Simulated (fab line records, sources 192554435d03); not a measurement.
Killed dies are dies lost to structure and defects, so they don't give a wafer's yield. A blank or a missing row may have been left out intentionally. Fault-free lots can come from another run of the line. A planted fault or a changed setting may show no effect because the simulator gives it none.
Which tool is to blame? | flow n5Finfet | 27 wafers from 9 lots sampled at 4 of the route's 1938 steps

== WHAT THE GAUGES READ, wafer by wafer ==
N5_BEOL_M6_OVL_MEAS_12. Usual: for M6_OVL the level is -0.6 nm and the standard deviation is 0.69.
lot  | measured     | on         | M6_OVL (nm)    | flag
L363 | day 8 04:10  | overlay-01 | -1.8 -1.3 -1.3 | 
L365 | day 9 03:04  | overlay-01 | -2.1 -1.9 -1.5 | 
L366 | day 9 06:43  | overlay-02 | 1.0 0.2 1.4    | 
L368 | day 9 16:57  | overlay-01 | -0.4 -0.5 -0.7 | 
L370 | day 10 09:23 | overlay-02 | -0.4 -0.9 -0.9 | 
L375 | day 11 21:33 | overlay-02 | -0.9 -1.7 -0.9 | 
L381 | day 13 02:02 | overlay-02 | -0.5 -0.2 -0.3 | 
L383 | day 13 05:52 | overlay-02 | 0.0 0.1 0.1    | 
L386 | day 14 12:20 | overlay-01 | 0.2 -0.7 -1.1  | 

N5_BEOL_M6_INSPECT_30: inspects for defects (brightfield). Usual: rawDefectCount at 384, with a standard deviation of 83.
lot  | measured     | on               | rawDefectCount | flag
L363 | day 8 06:52  | defectInspect-02 | 385 378 498    | 
L365 | day 9 05:11  | defectInspect-02 | 326 289 355    | 
L366 | day 9 07:38  | defectInspect-02 | 407 325 433    | 
L368 | day 9 18:17  | defectInspect-02 | 304 352 372    | 
L370 | day 10 10:38 | defectInspect-02 | 298 431 289    | 
L375 | day 11 22:35 | defectInspect-01 | 437 356 591    | 
L381 | day 13 04:18 | defectInspect-01 | 296 522 585    | 
L383 | day 13 08:12 | defectInspect-01 | 1440 363 1438  | OFF
L386 | day 14 13:36 | defectInspect-01 | 361 559 437    | 

== WHICH TOOL RAN EACH LOT (tool, then ch and the chambers of the sampled wafers, then the start) ==
lot  | N5_BEOL_M6_DESCUM_16              | N5_BEOL_M6_ETCH_62
L363 | rieDiel-05 ch 2,3, day 8 04:23    | rieDiel-05 ch 2,3, day 8 04:34
L365 | rieDiel-04 ch 0,2,3, day 9 04:00  | rieDiel-04 ch 0,2,3, day 9 04:05
L366 | rieDiel-04 ch 0,2,3, day 9 06:47  | rieDiel-04 ch 0,2,3, day 9 06:53
L368 | rieDiel-04 ch 1,2, day 9 17:12    | rieDiel-04 ch 1,2, day 9 17:17
L370 | rieDiel-04 ch 0,2,3, day 10 09:47 | rieDiel-04 ch 0,2,3, day 10 09:52
L375 | rieDiel-05 ch 0,1,2, day 11 21:36 | rieDiel-05 ch 0,1,2, day 11 21:41
L381 | rieDiel-05 ch 1,2,3, day 13 02:10 | rieDiel-05 ch 1,2,3, day 13 02:16
L383 | rieDiel-04 ch 1,2, day 13 05:56   | rieDiel-04 ch 1,2, day 13 06:01
L386 | rieDiel-05 ch 0,3, day 14 12:34   | rieDiel-05 ch 0,3, day 14 12:39
- N5_BEOL_M6_DESCUM_16: chemistry O2, time 7.9 s.
- N5_BEOL_M6_ETCH_62: etches SOC in N2/H2, target depth 110 nm, overetch 22 nm, time 165 s.

== AS READ BY THE TOOLS THEMSELVES (means over the sampled wafers that have a number; for cases with no such wafer, the mark the record gives instead) ==
N5_BEOL_M6_DESCUM_16. Usual: biasPowerW 20.01 W (standard deviation 0.055); chamberPressureMTorr 19.998 mTorr (standard deviation 0.017); drypumpMotorCurrentA 6.0 A (standard deviation 0.48); oesProductAu 0.79 a.u. (standard deviation 0.093); rfVppV 243.5 V (standard deviation 1.3); showerheadPlenumPTorr 2.11 Torr (standard deviation 0.071); throttleValvePct 20.34 % (standard deviation 0.27).
lot  | tool       | biasPowerW (W) | chamberPressureMTorr (mTorr) | drypumpMotorCurrentA (A) | oesProductAu (a.u.) | rfVppV (V) | showerheadPlenumPTorr (Torr) | throttleValvePct (%) | flag
L363 | rieDiel-05 | 20.01          | 19.997                       | 5.9                      | 0.78                | 244.1      | 2.17                         | 20.50                | 
L365 | rieDiel-04 | 20.03          | 19.992                       | 6.0                      | 0.79                | 242.9      | 2.09                         | 20.13                | 
L366 | rieDiel-04 | 20.01          | 19.992                       | 6.0                      | 0.79                | 243.5      | 2.09                         | 20.13                | 
L368 | rieDiel-04 | 20.02          | 20.008                       | 5.7                      | 0.82                | 244.3      | 2.11                         | 20.41                | 
L370 | rieDiel-04 | 19.95          | 20.018                       | 6.0                      | 0.76                | 242.8      | 2.09                         | 20.13                | 
L375 | rieDiel-05 | 20.00          | 20.003                       | 6.1                      | 0.82                | 243.4      | 2.08                         | 20.30                | 
L381 | rieDiel-05 | 20.01          | 20.011                       | 6.1                      | 0.79                | 243.3      | 2.13                         | 20.43                | 
L383 | rieDiel-04 | 19.99          | 19.994                       | 5.7                      | 0.81                | 244.2      | 2.11                         | 20.22                | 
L386 | rieDiel-05 | 20.00          | 19.990                       | 5.6                      | 0.75                | 243.5      | 2.12                         | 20.52                | 

N5_BEOL_M6_ETCH_62. Usual: chamberPressureMTorr 30.00 mTorr (standard deviation 0.031); drypumpMotorCurrentA 6.0 A (standard deviation 0.48); h2FlowSccm 200.0 sccm (standard deviation 0.63); oesProductAu 0.67 a.u. (standard deviation 0.073); rfVppV 524.5 V (standard deviation 2.6); showerheadPlenumPTorr 2.56 Torr (standard deviation 0.085); throttleValvePct 17.71 % (standard deviation 0.28).
lot  | tool       | chamberPressureMTorr (mTorr) | drypumpMotorCurrentA (A) | h2FlowSccm (sccm) | oesProductAu (a.u.) | rfVppV (V) | showerheadPlenumPTorr (Torr) | throttleValvePct (%) | flag
L363 | rieDiel-05 | 30.00                        | 5.9                      | 200.3             | 0.67                | 525.7      | 2.62                         | 17.79                | 
L365 | rieDiel-04 | 29.99                        | 6.0                      | 200.1             | 0.67                | 523.9      | 2.54                         | 17.53                | 
L366 | rieDiel-04 | 30.00                        | 6.0                      | 200.1             | 0.66                | 523.5      | 2.54                         | 17.52                | 
L368 | rieDiel-04 | 30.01                        | 5.7                      | 199.5             | 0.69                | 524.4      | 2.56                         | 17.86                | 
L370 | rieDiel-04 | 29.99                        | 6.0                      | 199.8             | 0.65                | 523.6      | 2.54                         | 17.54                | 
L375 | rieDiel-05 | 30.02                        | 6.2                      | 200.1             | 0.69                | 523.0      | 2.53                         | 17.60                | 
L381 | rieDiel-05 | 29.99                        | 6.2                      | 199.9             | 0.67                | 525.4      | 2.59                         | 17.72                | 
L383 | rieDiel-04 | 29.99                        | 5.7                      | 199.7             | 0.69                | 524.5      | 2.57                         | 17.64                | 
L386 | rieDiel-05 | 30.02                        | 5.6                      | 200.8             | 0.64                | 525.7      | 2.57                         | 17.79                | 

== THE ANSWER, worked out from the rows above alone ==
Rule: a lot is off if the mean of its wafers that have a number lies more than 3 standard deviations from the usual mean. Also off: a lot with no number at a reading for which 4 or more lots have one. The other lots that the step has rows for count as sound. Order of review: gauges by route order, followed by the tools' own readings, for which a lot's mean as printed above is used. The first step at which some lot is off is used, and at that step the reading that is off furthest; a lot without a number counts as furthest.
Off: L383, at N5_BEOL_M6_INSPECT_30 (rawDefectCount).
If a tool, at a process step before that reading, ran all the lots that are off and no sound lot after the first of them, it fits. Gauges at N5_BEOL_M6_INSPECT_30: tried the same way as those tools. One fits: rieDiel-04 at N5_BEOL_M6_DESCUM_16 and N5_BEOL_M6_ETCH_62. At N5_BEOL_M6_DESCUM_16 its last sound lot is L370 (day 10 09:47), its first lot that is off L383 (day 13 05:56): a fault that began between those two fits.

== WHAT HAD BEEN PUT IN BY THE SIMULATOR ==
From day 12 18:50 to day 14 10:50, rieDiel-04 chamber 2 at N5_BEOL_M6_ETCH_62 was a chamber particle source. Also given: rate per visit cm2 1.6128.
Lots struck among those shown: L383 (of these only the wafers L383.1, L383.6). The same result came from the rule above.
